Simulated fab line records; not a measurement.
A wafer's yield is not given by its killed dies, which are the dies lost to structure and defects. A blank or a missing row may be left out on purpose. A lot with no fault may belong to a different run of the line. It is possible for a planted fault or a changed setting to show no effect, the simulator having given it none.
fab line records | flow n5-finfet
record: lots: 6 | wafers: 18 | last-day: 19
route steps=1938 shown BEOL_M13@1710 BEOL_M14@1716 PASSIVATION@1936
lots with no fault: from the same line, run without faults
start-h: hours from the record's first day to the start of the lot's first wafer shown | wait-h: time in hours since the lot's previous step | " the same as in the row above | L1.1+2: a row that stands for several wafers | - no value, or no start was given | * or withheld: withheld | < > ~ a bound
route shown NAME@n: names a module that has steps shown in the file, with the first one's number in the route | usual: mean/standard deviation of fault-free wafers | same: alike in all rows | chamber/n: place in a boat | sites: per-site readings | _std_site: the values' standard deviation | _edge_site: inner sites' mean taken away from outer sites' mean | radius-mm: for every site, how far away it sits from the centre of the wafer | mask NAME#n: copy n | behind: the tool/chamber that last shaped the wafer | hold: reason for holding the lot/hours on hold/outcome of the hold | device: names the non-switching transistor (n, p or np) | end of line: the route-end tests of the same wafers | a step given without rows: its recipe and nothing more | killed: the dies lost at the first sort to structure and to defects; this is not the yield of the wafer | map: a wafer's dies, marking killed ones x, the rest . and places with no die _
set.NAME: the setting that was run; set.NAME@STEP: the one run at that earlier step | model.NAME: the simulator's own value behind a step, which no gauge read
a table for each step, a row for each wafer; lots at some steps of the route
services: from which hour (start-h, from the record's first day; less than 0 if before it) a tool's chamber was out of use, for how many hours, and why
== steps ==
step: N5_BEOL_M13_CMP_49
recipe: stop-on: SiOC | t-overpolish-s: 17.1 | down-force-psi: 1 | platen-rpm: 50 | clearing-platen-down-force-psi: 1.5 | clearing-platen-rpm: 50 | post-cmp-clean: cu-alkaline | target-thk-nm: 420 | clearing-platen-pad-velocity-m-s: 0.99484 | pad-velocity-m-s: 0.99484
usual: barrier-field-endpoint-s: 30.4/1.1 | clearing-platen-rpm: 50.001/0.029 | head-pressure-psi: 0.9998/0.0022 | motor-current-A: 6.2/0.73 | overpolish-run-s: 17.099/0.0093 | platen-rpm: 50.00/0.031
lot.wafer | tool   | chamber | start-h | wait-h | barrier-field-endpoint-s | clearing-platen-rpm | head-pressure-psi | motor-current-A | overpolish-run-s | platen-rpm
L827.3    | cmp-03 | 2       | 295.65  | 0.2    | 30.0                     | 49.982              | 1.0021            | 6.1             | 17.091           | 50.00
L827.2    | "      | 0       | "       | "      | 30.4                     | 50.007              | 0.9995            | 5.3             | 17.089           | 49.97
L827.4    | "      | 1       | "       | "      | 29.0                     | 50.019              | 0.9995            | 5.6             | 17.097           | 49.97
L838.3    | cmp-03 | 3       | 362.30  | 0.3    | 31.4                     | 49.961              | 1.0003            | 7.0             | 17.097           | 50.10
L838.5    | "      | 0       | "       | "      | 30.5                     | 49.963              | 1.0008            | 5.4             | 17.100           | 49.94
L838.6    | "      | 1       | "       | "      | 28.7                     | 50.075              | 1.0003            | 5.4             | 17.093           | 49.94
L839.2    | cmp-01 | 3       | 369.09  | 0.2    | 29.7                     | 49.981              | 0.9984            | 5.1             | 17.094           | 50.02
L839.1    | "      | 0       | "       | "      | 32.2                     | 50.019              | 0.9941            | 6.4             | 17.107           | 49.99
L839.3    | "      | 2       | "       | "      | 32.3                     | 49.982              | 0.9994            | 6.9             | 17.085           | 49.98
L840.2    | cmp-04 | 1       | 386.38  | 0.3    | 29.7                     | 49.958              | 0.9969            | 7.3             | 17.107           | 50.03
L840.5    | "      | 0       | "       | "      | 30.5                     | 49.991              | 0.9987            | 6.9             | 17.089           | 49.98
L840.6    | "      | 1       | "       | "      | 28.8                     | 49.995              | 0.9976            | 7.4             | 17.098           | 50.00
L845.1    | cmp-01 | 0       | 407.11  | 0.3    | 32.1                     | 49.982              | 0.9986            | 6.4             | 17.097           | 49.98
L845.4    | "      | 1       | "       | "      | 29.9                     | 49.999              | 1.0026            | 6.3             | 17.079           | 50.03
L845.6    | "      | 0       | "       | "      | 31.3                     | 50.024              | 0.9984            | 6.6             | 17.103           | 49.98
L844.4    | cmp-03 | 2       | 407.29  | 0.1    | 31.5                     | 50.028              | 0.9974            | 6.0             | 17.114           | 49.98
L844.2    | "      | 3       | "       | "      | 33.0                     | 49.993              | 1.0020            | 6.8             | 17.102           | 50.01
L844.1    | "      | 0       | "       | "      | 31.9                     | 50.061              | 1.0005            | 5.5             | 17.097           | 49.98
step: N5_BEOL_M13_THK_MEAS_50
recipe: thk-meas-gauge: xrf | reads: Cu_of_BEOL_M13_ECD_47
usual: M13_THK: 416/7.9
lot.wafer | tool          | chamber | start-h | wait-h | M13_THK[nm]
L827.2    | film-metro-02 | -       | 295.94  | -      | 416
L827.3    | "             | -       | "       | "      | 409
L827.4    | "             | -       | "       | "      | 409
L838.3    | film-metro-01 | -       | 362.49  | -      | 414
L838.5    | "             | -       | "       | "      | 409
L838.6    | "             | -       | "       | "      | 405
L839.1    | film-metro-02 | -       | 369.38  | -      | 411
L839.2    | "             | -       | "       | "      | 403
L839.3    | "             | -       | "       | "      | 420
L840.2    | film-metro-01 | -       | 386.64  | -      | 413
L840.5    | "             | -       | "       | "      | 423
L840.6    | "             | -       | "       | "      | 400
L845.1    | film-metro-02 | -       | 407.41  | -      | 419
L845.4    | "             | -       | "       | "      | 407
L845.6    | "             | -       | "       | "      | 415
L844.1    | film-metro-01 | -       | 407.58  | -      | 441
L844.2    | "             | -       | "       | "      | 431
L844.4    | "             | -       | "       | "      | 420
step: N5_BEOL_M13_PRE_CLEAN_52
recipe: gas: NH3 | time-s: 15 | temp-c: withheld | rf-power-w: 300
step: N5_BEOL_M13_DEP_53
recipe: material: SiCN | target-thk-a: 500 | temp-c: withheld | precursor: 3MS/NH3 | pressure-torr: 3 | rf-w: 675 | time-s: 17.8
usual: showerhead-plenum-p-Torr: 4.136/0.02 | throttle-valve-pct: 18.2/1.4
lot.wafer | tool     | chamber | start-h | wait-h | showerhead-plenum-p-Torr | throttle-valve-pct
L827.2    | pecvd-04 | 0       | 296.02  | 0.0    | 4.120                    | 18.5
L827.3    | "        | 0       | "       | "      | 4.113                    | 18.6
L827.4    | "        | 2       | "       | "      | 4.115                    | 15.9
L838.3    | pecvd-04 | 1       | 362.55  | 0.0    | 4.153                    | 18.9
L838.5    | "        | 0       | "       | "      | 4.123                    | 18.7
L838.6    | "        | 1       | "       | "      | 4.159                    | 19.0
L839.1    | pecvd-04 | 1       | 369.45  | 0.0    | 4.160                    | 18.9
L839.2    | "        | 2       | "       | "      | 4.114                    | 16.1
L839.3    | "        | 0       | "       | "      | 4.107                    | 18.9
L840.2    | pecvd-02 | 0       | 386.70  | 0.0    | 4.136                    | 19.6
L840.5    | "        | 0       | "       | "      | 4.139                    | 19.5
L840.6    | "        | 1       | "       | "      | 4.132                    | 20.0
L845.1    | pecvd-04 | 0       | 407.48  | 0.0    | 4.113                    | 19.1
L845.4    | "        | 2       | "       | "      | 4.120                    | 16.2
L845.6    | "        | 0       | "       | "      | 4.107                    | 18.7
L844.1    | pecvd-01 | 2       | 407.66  | 0.0    | 4.136                    | 18.0
L844.2    | "        | 0       | "       | "      | 4.146                    | 17.9
L844.4    | "        | 0       | "       | "      | 4.142                    | 17.2
step: N5_BEOL_M13_RS_MEAS_54
recipe: thk-meas-gauge: four-point-probe | reads: Cu_of_BEOL_M13_ECD_47+Ta_of_BEOL_M13_SPUTTER_44+TaN_of_BEOL_M13_SPUTTER_43
usual: M13_RS: 0.0453/0.00079
lot.wafer | tool          | chamber | start-h | wait-h | M13_RS[ohm/sq]
L827.2    | film-metro-01 | -       | 296.10  | 0.1    | 0.0451
L827.3    | "             | -       | "       | "      | 0.0459
L827.4    | "             | -       | "       | "      | 0.0457
L838.3    | film-metro-01 | -       | 362.61  | 0.1    | 0.0458
L838.5    | "             | -       | "       | "      | 0.0461
L838.6    | "             | -       | "       | "      | 0.0468
L839.1    | film-metro-01 | -       | 369.51  | 0.0    | 0.0458
L839.2    | "             | -       | "       | "      | 0.0467
L839.3    | "             | -       | "       | "      | 0.0447
L840.2    | film-metro-02 | -       | 386.77  | 0.1    | 0.0455
L840.5    | "             | -       | "       | "      | 0.0443
L840.6    | "             | -       | "       | "      | 0.0468
L845.1    | film-metro-02 | -       | 407.56  | 0.1    | 0.0450
L845.4    | "             | -       | "       | "      | 0.0463
L845.6    | "             | -       | "       | "      | 0.0457
L844.1    | film-metro-02 | -       | 407.74  | 0.1    | 0.0432
L844.2    | "             | -       | "       | "      | 0.0441
L844.4    | "             | -       | "       | "      | 0.0450
step: N5_BEOL_M13_INSPECT_55
recipe: inspect-instrument: darkfield | mode: post-dep
usual: raw-defect-count: 71/23
lot.wafer | tool              | chamber | start-h | wait-h | raw-defect-count
L827.2    | defect-inspect-01 | -       | 296.13  | 0.0    | 80
L827.3    | "                 | -       | "       | "      | 34
L827.4    | "                 | -       | "       | "      | 53
L838.3    | defect-inspect-01 | -       | 362.64  | 0.0    | 63
L838.5    | "                 | -       | "       | "      | 49
L838.6    | "                 | -       | "       | "      | 49
L839.1    | defect-inspect-02 | -       | 369.54  | 0.0    | 59
L839.2    | "                 | -       | "       | "      | 68
L839.3    | "                 | -       | "       | "      | 125
L840.2    | defect-inspect-01 | -       | 386.79  | 0.0    | 40
L840.5    | "                 | -       | "       | "      | 59
L840.6    | "                 | -       | "       | "      | 96
L845.1    | defect-inspect-02 | -       | 407.59  | 0.0    | 47
L845.4    | "                 | -       | "       | "      | 72
L845.6    | "                 | -       | "       | "      | 71
L844.1    | defect-inspect-02 | -       | 407.77  | 0.0    | 68
L844.2    | "                 | -       | "       | "      | 76
L844.4    | "                 | -       | "       | "      | 102
step: N5_BEOL_M14_ILD_DEP_00
recipe: material: SiO2 | target-thk-a: 11193 | temp-c: 400 | precursor: TEOS/O2 | pressure-torr: 6.5 | rf-w: 900 | teos-flow-sccm: 161.4 | gas: O2 | flow-sccm: 2650 | time-s: 237.4
usual: heater-power-w: 484/84 | showerhead-plenum-p-Torr: 8.32/0.034 | throttle-valve-pct: 18.9/1.4
lot.wafer | tool     | chamber | start-h | wait-h | heater-power-w | showerhead-plenum-p-Torr | throttle-valve-pct
L827.2    | pecvd-04 | 0       | 296.16  | 0.0    | 431            | 8.27                     | 19.2
L827.3    | "        | 2       | "       | "      | 579            | 8.28                     | 16.5
L827.4    | "        | 0       | "       | "      | 510            | 8.27                     | 19.4
L838.3    | pecvd-01 | 0       | 362.68  | 0.0    | 527            | 8.33                     | 18.1
L838.5    | "        | 0       | "       | "      | 592            | 8.33                     | 17.8
L838.6    | "        | 1       | "       | "      | 367            | 8.36                     | 21.1
L839.1    | pecvd-01 | 0       | 369.58  | 0.0    | 599            | 8.32                     | 17.9
L839.2    | "        | 1       | "       | "      | 495            | 8.34                     | 21.0
L839.3    | "        | 2       | "       | "      | 414            | 8.31                     | 18.5
L840.2    | pecvd-04 | 1       | 386.83  | 0.0    | 535            | 8.36                     | 19.6
L840.5    | "        | 2       | "       | "      | 454            | 8.29                     | 16.8
L840.6    | "        | 1       | "       | "      | 406            | 8.34                     | 19.7
L845.1    | pecvd-04 | 2       | 407.63  | 0.0    | 478            | 8.29                     | 16.7
L845.4    | "        | 2       | "       | "      | 559            | 8.27                     | 16.9
L845.6    | "        | 2       | "       | "      | 571            | 8.27                     | 17.0
L844.1    | pecvd-01 | 2       | 407.80  | 0.0    | 316            | 8.29                     | 18.7
L844.2    | "        | 0       | "       | "      | 648            | 8.34                     | 18.0
L844.4    | "        | 2       | "       | "      | 383            | 8.32                     | 18.5
step: N5_BEOL_M14_THK_MEAS_01
recipe: reads: SiO2_of_BEOL_M14_ILD_DEP_00
usual: M14_ILD_THK: 1124/17
lot.wafer | tool          | chamber | start-h | wait-h | M14_ILD_THK[nm]
L827.2    | film-metro-01 | -       | 296.43  | 0.2    | 1096
L827.3    | "             | -       | "       | "      | 1129
L827.4    | "             | -       | "       | "      | 1121
L838.3    | film-metro-02 | -       | 362.87  | 0.1    | 1131
L838.5    | "             | -       | "       | "      | 1148
L838.6    | "             | -       | "       | "      | 1163
L839.1    | film-metro-01 | -       | 369.77  | 0.1    | 1132
L839.2    | "             | -       | "       | "      | 1147
L839.3    | "             | -       | "       | "      | 1120
L840.2    | film-metro-01 | -       | 387.02  | 0.1    | 1118
L840.5    | "             | -       | "       | "      | 1131
L840.6    | "             | -       | "       | "      | 1148
L845.1    | film-metro-01 | -       | 407.90  | 0.2    | 1104
L845.4    | "             | -       | "       | "      | 1117
L845.6    | "             | -       | "       | "      | 1121
L844.1    | film-metro-01 | -       | 408.07  | 0.2    | 1117
L844.2    | "             | -       | "       | "      | 1106
L844.4    | "             | -       | "       | "      | 1117
step: N5_BEOL_M14_COAT_58
recipe: resist: BARC | temp-c: 205 | time-s: 60 | spin-rpm: 1500 | resist-thk-nm: 89
step: N5_BEOL_M14_COAT_04
recipe: spin-rpm: 1704 | resist-thk-nm: 800
step: N5_BEOL_M14_EBR_06
recipe: solvent: PGMEA | ebr-width-mm: 1.5
step: N5_BEOL_M14_SOFTBAKE_05
recipe: temp-c: 130 | time-s: 60
step: N5_BEOL_M14_EXPOSE_07
recipe: mask-id: V13 | na: 0.8 | source-shape: annular | sigma-inner: 0.5 | sigma-outer: 0.8 | polarization: unpolarized | attpsm-phase-deg: 180 | dose-mj: 57
usual: exposure-dose-mJ-cm2: 56.96/0.057 | stage-vel-mm-s: 499.92/0.23
lot.wafer | tool           | chamber | start-h | wait-h | mask  | exposure-dose-mJ-cm2 | stage-vel-mm-s
L827.2    | krf-scanner-01 | 0       | 296.78  | -      | V13#0 | 56.96                | 499.75
L827.3    | "              | 0       | "       | "      | V13#0 | 57.00                | 499.76
L827.4    | "              | 0       | "       | "      | V13#0 | 57.01                | 499.92
L838.3    | krf-scanner-01 | 0       | 363.13  | -      | V13#0 | 56.95                | 499.75
L838.5    | "              | 0       | "       | "      | V13#0 | 56.94                | 499.69
L838.6    | "              | 0       | "       | "      | V13#0 | 56.91                | 499.97
L839.1    | krf-scanner-01 | 0       | 369.90  | -      | V13#0 | 58.03                | 499.95
L839.2    | "              | 0       | "       | "      | V13#0 | 57.97                | 499.86
L839.3    | "              | 0       | "       | "      | V13#0 | 58.04                | 499.76
L840.2    | krf-scanner-01 | 0       | 387.28  | -      | V13#0 | 57.89                | 499.72
L840.5    | "              | 0       | "       | "      | V13#0 | 57.92                | 499.88
L840.6    | "              | 0       | "       | "      | V13#0 | 57.85                | 499.57
L845.1    | krf-scanner-02 | 0       | 408.15  | -      | V13#0 | 56.91                | 499.93
L845.4    | "              | 0       | "       | "      | V13#0 | 56.87                | 500.05
L845.6    | "              | 0       | "       | "      | V13#0 | 57.00                | 499.99
L844.1    | krf-scanner-02 | 0       | 408.20  | -      | V13#0 | 56.87                | 499.96
L844.2    | "              | 0       | "       | "      | V13#0 | 56.86                | 499.84
L844.4    | "              | 0       | "       | "      | V13#0 | 56.85                | 500.01
step: N5_BEOL_M14_PEB_08
recipe: peb-temp-c: 130 | peb-time-s: 90
step: N5_PASSIVATION_PROBE_49
usual: defect-limited-yield: 91.1/1.4 | killed_at_M0_to_M3: 34/11 | killed_at_M4_up: 14/5.6 | killed-at-contacts: 13/5.9 | killed-at-front-end: 40/11 | killed-at-other: 4/3.1 | killed-dies: 105/16 | killed-open: 68/11 | killed-short: 34/8.4 | sort_bin_4_leakage: 0.01/0.11 | sort_bin_5_function: 5.2/0.86 | sort_bin_6_memory: 3.2/0.7 | sort_bin_8_speed: 0.1/1.1 | sort-n-pass: 1074/21 | sort-yield-pct: 91.0/1.8
same: gross-dies: 1180 | killed-at-back-side: 0
lot.wafer | tool      | chamber | start-h | wait-h | defect-limited-yield[%] | killed_at_M0_to_M3 | killed_at_M4_up | killed-at-contacts | killed-at-front-end | killed-at-other | killed-dies | killed-open | killed-short | sort_bin_4_leakage[%] | sort_bin_5_function[%] | sort_bin_6_memory[%] | sort_bin_8_speed[%] | sort-n-pass | sort-yield-pct[%]
L827.2    | prober-01 | -       | 325.17  | 0.1    | 90.7                    | 25                 | 7               | 14                 | 63                  | 1               | 110         | 76          | 33           | 0                     | 5.1                    | 3.6                  | 0                   | 1070        | 90.7
L827.3    | prober-01 | -       | 325.22  | 0.1    | 91.9                    | 24                 | 10              | 5                  | 50                  | 7               | 96          | 61          | 33           | 0                     | 5.0                    | 2.8                  | 0                   | 1084        | 91.9
L827.4    | prober-01 | -       | 325.27  | 0.2    | 91.9                    | 26                 | 13              | 10                 | 45                  | 2               | 96          | 60          | 31           | 0.17                  | 4.1                    | 3.5                  | 0                   | 1082        | 91.7
L838.3    | prober-02 | -       | 394.25  | 0.1    | 92.3                    | 16                 | 7               | 15                 | 52                  | 1               | 91          | 57          | 33           | 0                     | 4.5                    | 3.0                  | 0                   | 1089        | 92.3
L838.5    | prober-02 | -       | 394.35  | 0.2    | 92.2                    | 24                 | 8               | 22                 | 38                  | 0               | 92          | 67          | 21           | 0                     | 4.2                    | 3.2                  | 0                   | 1088        | 92.2
L838.6    | prober-02 | -       | 394.40  | 0.3    | 91.1                    | 16                 | 6               | 18                 | 57                  | 8               | 105         | 62          | 41           | 0                     | 5.1                    | 3.2                  | 0                   | 1075        | 91.1
killed by level:class
L827.2 FIN_SAQP:geometric-particle:open=19 STI_FIN_REVEAL:geometric-particle:open=13 BEOL_M2:geometric-particle:open=12 FIN_SAQP:geometric-particle:short=10 MOL_CONTACT_COAG:geometric-particle:open=10 BEOL_M3:geometric-particle:open=6 DUMMY_GATE:geometric-particle:open=5 MOL_CONTACT_COAG:geometric-particle:short=4
L827.3 FIN_SAQP:geometric-particle:open=14 GATE_CUT:geometric-particle:short=9 FIN_SAQP:geometric-particle:short=8 BEOL_M0_SAQP:geometric-particle:open=7 BEOL_M4:geometric-particle:open=6 STI_FIN_REVEAL:geometric-particle:open=5 MOL_CONTACT_COAG:geometric-particle:open=4 BEOL_M1:geometric-particle:open=4
L827.4 MOL_CONTACT_COAG:geometric-particle:open=10 BEOL_M2:geometric-particle:open=9 FIN_SAQP:geometric-particle:short=8 STI_FIN_REVEAL:geometric-particle:open=7 BEOL_M4:geometric-particle:open=7 STARTING-WAFER:geometric-particle:short=6 BEOL_M0_SAQP:geometric-particle:open=5 HKMG_FIN:area-etch=5
L838.3 DUMMY_GATE:geometric-particle:open=13 MOL_CONTACT_COAG:geometric-particle:open=12 FIN_SAQP:geometric-particle:short=10 FIN_SAQP:geometric-particle:open=10 STI_FIN_REVEAL:geometric-particle:open=4 BEOL_M0_SAQP:geometric-particle:short=4 BEOL_M2:geometric-particle:open=3 GATE_CUT:geometric-particle:short=3
L838.5 MOL_CONTACT_COAG:geometric-particle:open=21 BEOL_M1:geometric-particle:open=8 STI_FIN_REVEAL:geometric-particle:open=6 FIN_SAQP:geometric-particle:open=5 DUMMY_GATE:geometric-particle:open=5 GATE_CUT:geometric-particle:short=5 BEOL_M3:geometric-particle:open=4 STARTING-WAFER:geometric-particle:short=4
L838.6 MOL_CONTACT_COAG:geometric-particle:open=14 FIN_SAQP:geometric-particle:short=12 STI_FIN_REVEAL:geometric-particle:open=11 DUMMY_GATE:geometric-particle:open=10 FIN_SAQP:geometric-particle:open=9 GATE_CUT:geometric-particle:short=5 MOL_CONTACT_COAG:geometric-particle:short=4 STARTING-WAFER:geometric-particle:short=4
== services ==
tool           | chamber | start-h | hours | kind
krf-scanner-02 | -       | 274.48  | 1.0   | pm
krf-scanner-01 | -       | 280.99  | 0.6   | repair
pecvd-01       | 2       | 291.60  | 2.1   | repair
pecvd-04       | 1       | 291.98  | 16.5  | scheduled-down
pecvd-04       | -       | 292.23  | 3.4   | repair
cmp-04         | -       | 292.27  | 0.3   | repair
cmp-03         | -       | 294.10  | 1.2   | repair
krf-scanner-02 | -       | 294.35  | 0.7   | repair
cmp-03         | -       | 300.72  | 0.5   | repair
krf-scanner-01 | -       | 305.94  | 0.8   | pm
krf-scanner-02 | -       | 307.42  | 4.4   | pm
cmp-01         | -       | 317.11  | 1.4   | repair
cmp-04         | -       | 328.18  | 6.2   | pm
cmp-03         | -       | 331.59  | 4.0   | pm
pecvd-02       | -       | 341.15  | 0.8   | repair
cmp-04         | -       | 343.76  | 1.2   | repair
pecvd-04       | -       | 347.87  | 1.0   | repair
krf-scanner-02 | -       | 353.20  | 1.3   | pm
pecvd-01       | -       | 373.96  | 0.5   | repair
krf-scanner-01 | -       | 374.76  | 1.3   | pm
pecvd-04       | 1       | 377.09  | 5.5   | scheduled-down
krf-scanner-01 | -       | 389.29  | 0.5   | repair
pecvd-04       | 1       | 402.68  | 6.9   | repair
krf-scanner-01 | -       | 407.95  | 1.0   | pm
== key ==
first-sign: step: N5_BEOL_M14_EXPOSE_07 | reading: exposure-dose-mJ-cm2 | direction: up | sigmas: 17 | usual: 56.96 | struck: 57.95
effect none on later readings
met-at N5_BEOL_M14_EXPOSE_07
struck-wafers L839.1,L839.2,L839.3,L840.2,L840.5,L840.6
loop-trim: step: N5_BEOL_M14_EXPOSE_07 | setting: dose | lots: L840
onset-between 363.13 369.90
fault: kind: process-parameter-drift | tool: krf-scanner-01 | chamber: - | onset-h: 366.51 | steps: N5_BEOL_M14_EXPOSE_07 | channel: dose-mj | offset: 1.1049 | shape: step | acts-in: these-recipes-only | stated: 57
loop-trim: a control loop set the setting to another value than it would have without faults
